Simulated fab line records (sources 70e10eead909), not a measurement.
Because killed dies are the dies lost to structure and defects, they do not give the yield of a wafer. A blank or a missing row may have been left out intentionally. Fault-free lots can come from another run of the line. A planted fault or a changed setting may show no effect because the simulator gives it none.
Commonality check across tools / flow nand_harc / Sample size 13 lots and 39 wafers

== REASON FOR OPENING ==
At NHARC_A_ONON_D1_THK_MEAS_05 the reading thk_nm is flagged on 2 of 13 lots. Wafers without a fault read 998 nm, standard deviation 7.7.
Rule: a lot is flagged in two cases, either no wafer of it has a number, or all its wafers with numbers fall more than 4 standard deviations from that mean. The rest of the lots are taken to be sound.

lot=L108; measured=day 7 20:34; on=film_metro-02; thk_nm (nm), wafer by wafer=1005 1003 1004; flag=
lot=L110; measured=day 8 09:44; on=film_metro-01; thk_nm (nm), wafer by wafer=998 996 997; flag=
lot=L109; measured=day 8 09:45; on=film_metro-02; thk_nm (nm), wafer by wafer=1007 1005 1004; flag=
lot=L111; measured=day 9 02:27; on=film_metro-02; thk_nm (nm), wafer by wafer=996 994 995; flag=
lot=L112; measured=day 9 14:54; on=film_metro-01; thk_nm (nm), wafer by wafer=1010 1009 1008; flag=
lot=L113; measured=day 9 18:42; on=film_metro-02; thk_nm (nm), wafer by wafer=988 989 987; flag=
lot=L114; measured=day 10 12:22; on=film_metro-02; thk_nm (nm), wafer by wafer=1007 1010 1008; flag=
lot=L116; measured=day 11 07:16; on=film_metro-01; thk_nm (nm), wafer by wafer=675 676 673; flag=FLAGGED
lot=L119; measured=day 12 08:13; on=film_metro-01; thk_nm (nm), wafer by wafer=674 673 674; flag=FLAGGED
lot=L125; measured=day 15 00:58; on=film_metro-01; thk_nm (nm), wafer by wafer=997 997 996; flag=
lot=L126; measured=day 15 06:44; on=film_metro-02; thk_nm (nm), wafer by wafer=1009 1008 1007; flag=
lot=L128; measured=day 16 10:29; on=film_metro-02; thk_nm (nm), wafer by wafer=1005 1007 1008; flag=
lot=L129; measured=day 16 15:25; on=film_metro-01; thk_nm (nm), wafer by wafer=1008 1006 1006; flag=
The mean of the flagged lots' numbers is 674 nm, -324 nm from the usual (-42 standard deviations).

== EACH LOT AND THE TOOL IT RAN ON ==
The record holds 2 process steps before the reading, out of a route of 1302 steps. Cell contents, in order: the tool; ch with the chambers the sampled wafers went through; the start.
lot=L108; flag=; NHARC_P_BONDPAD_ACTIVATE_29=rie_diel-08 ch 0,1,3, day 6 21:09; NHARC_A_ONON_D1_DEP_03=pecvd_onon-04 ch 0, day 7 20:06
lot=L110; flag=; NHARC_P_BONDPAD_ACTIVATE_29=rie_diel-09 ch 2,3, day 7 08:53; NHARC_A_ONON_D1_DEP_03=pecvd_onon-02 ch 0, day 8 09:17
lot=L109; flag=; NHARC_P_BONDPAD_ACTIVATE_29=rie_diel-03 ch 0,2, day 7 09:31; NHARC_A_ONON_D1_DEP_03=pecvd_onon-04 ch 0, day 8 09:17
lot=L111; flag=; NHARC_P_BONDPAD_ACTIVATE_29=rie_diel-03 ch 0,2,3, day 7 23:23; NHARC_A_ONON_D1_DEP_03=pecvd_onon-04 ch 0, day 9 01:57
lot=L112; flag=; NHARC_P_BONDPAD_ACTIVATE_29=rie_diel-03 ch 0,1, day 8 13:35; NHARC_A_ONON_D1_DEP_03=pecvd_onon-04 ch 0, day 9 14:23
lot=L113; flag=; NHARC_P_BONDPAD_ACTIVATE_29=rie_diel-08 ch 0,2, day 8 18:28; NHARC_A_ONON_D1_DEP_03=pecvd_onon-04 ch 0, day 9 18:15
lot=L114; flag=; NHARC_P_BONDPAD_ACTIVATE_29=rie_diel-09 ch 1,2,3, day 9 11:19; NHARC_A_ONON_D1_DEP_03=pecvd_onon-04 ch 0, day 10 11:52
lot=L116; flag=FLAGGED; NHARC_P_BONDPAD_ACTIVATE_29=rie_diel-09 ch 0,2, day 10 07:43; NHARC_A_ONON_D1_DEP_03=pecvd_onon-04 ch 0, day 11 06:49
lot=L119; flag=FLAGGED; NHARC_P_BONDPAD_ACTIVATE_29=rie_diel-09 ch 1,2, day 11 04:37; NHARC_A_ONON_D1_DEP_03=pecvd_onon-04 ch 0, day 12 07:41
lot=L125; flag=; NHARC_P_BONDPAD_ACTIVATE_29=rie_diel-03 ch 0,1,2, day 14 01:22; NHARC_A_ONON_D1_DEP_03=pecvd_onon-02 ch 0, day 15 00:30
lot=L126; flag=; NHARC_P_BONDPAD_ACTIVATE_29=rie_diel-09 ch 0,1,3, day 14 06:10; NHARC_A_ONON_D1_DEP_03=pecvd_onon-02 ch 0, day 15 06:14
lot=L128; flag=; NHARC_P_BONDPAD_ACTIVATE_29=rie_diel-09 ch 0,2,3, day 15 04:59; NHARC_A_ONON_D1_DEP_03=pecvd_onon-01 ch 0, day 16 10:04
lot=L129; flag=; NHARC_P_BONDPAD_ACTIVATE_29=rie_diel-09 ch 0,2,3, day 15 15:03; NHARC_A_ONON_D1_DEP_03=pecvd_onon-01 ch 0, day 16 14:54
These steps, and what they do:
- NHARC_P_BONDPAD_ACTIVATE_29: chemistry N2, time 60 s.
- NHARC_A_ONON_D1_DEP_03: target thk 1000 nm.
- NHARC_A_ONON_D1_THK_MEAS_05: measures by ellipsometry.

== FLAGGED AGAINST TOTAL, ONE TOOL AT A TIME (gauges that did the reading follow at the end) ==
step=NHARC_P_BONDPAD_ACTIVATE_29; tool=rie_diel-03; lots run=4; flagged=0; share of the flagged lots=none; sound lots run after its first flagged lot=-
step=NHARC_P_BONDPAD_ACTIVATE_29; tool=rie_diel-08; lots run=2; flagged=0; share of the flagged lots=none; sound lots run after its first flagged lot=-
step=NHARC_P_BONDPAD_ACTIVATE_29; tool=rie_diel-09; lots run=7; flagged=2; share of the flagged lots=all; sound lots run after its first flagged lot=3 (L126,L128,L129)
step=NHARC_A_ONON_D1_DEP_03; tool=pecvd_onon-01; lots run=2; flagged=0; share of the flagged lots=none; sound lots run after its first flagged lot=-
step=NHARC_A_ONON_D1_DEP_03; tool=pecvd_onon-02; lots run=3; flagged=0; share of the flagged lots=none; sound lots run after its first flagged lot=-
step=NHARC_A_ONON_D1_DEP_03; tool=pecvd_onon-04; lots run=8; flagged=2; share of the flagged lots=all; sound lots run after its first flagged lot=0
step=NHARC_A_ONON_D1_THK_MEAS_05; tool=film_metro-01; lots run=6; flagged=2; share of the flagged lots=all; sound lots run after its first flagged lot=2 (L125,L129)
step=NHARC_A_ONON_D1_THK_MEAS_05; tool=film_metro-02; lots run=7; flagged=0; share of the flagged lots=none; sound lots run after its first flagged lot=-

== THE TABLE: WHAT IT ALLOWS ==
Rows of the table that ran every flagged lot, 3 in all: rie_diel-09 at NHARC_P_BONDPAD_ACTIVATE_29, pecvd_onon-04 at NHARC_A_ONON_D1_DEP_03, film_metro-01 at NHARC_A_ONON_D1_THK_MEAS_05.
- rie_diel-09 at NHARC_P_BONDPAD_ACTIVATE_29 ran 7 lots, 2 of them flagged. Sound lots ran on it after the first flagged one (L126, L128, L129), which a lasting fault on the whole tool wouldn't allow.
- pecvd_onon-04 at NHARC_A_ONON_D1_DEP_03 ran 8 lots, 2 of them flagged. Last sound lot L114 at day 10 11:52, first flagged lot L116 at day 11 06:49; a fault beginning in between fits.
- film_metro-01 at NHARC_A_ONON_D1_THK_MEAS_05 ran 6 lots, 2 of them flagged. Sound lots ran on it after the first flagged one (L125, L129), which a lasting fault on the whole tool wouldn't allow.
Just one tool remains: pecvd_onon-04 at NHARC_A_ONON_D1_DEP_03.

== WHAT HAD BEEN PUT IN BY THE SIMULATOR ==
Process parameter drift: pecvd_onon-04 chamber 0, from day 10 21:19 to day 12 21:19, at NHARC_A_ONON_D1_DEP_03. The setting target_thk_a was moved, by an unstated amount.
Shown lots that were struck: L116, L119. Same finding as the rule above.
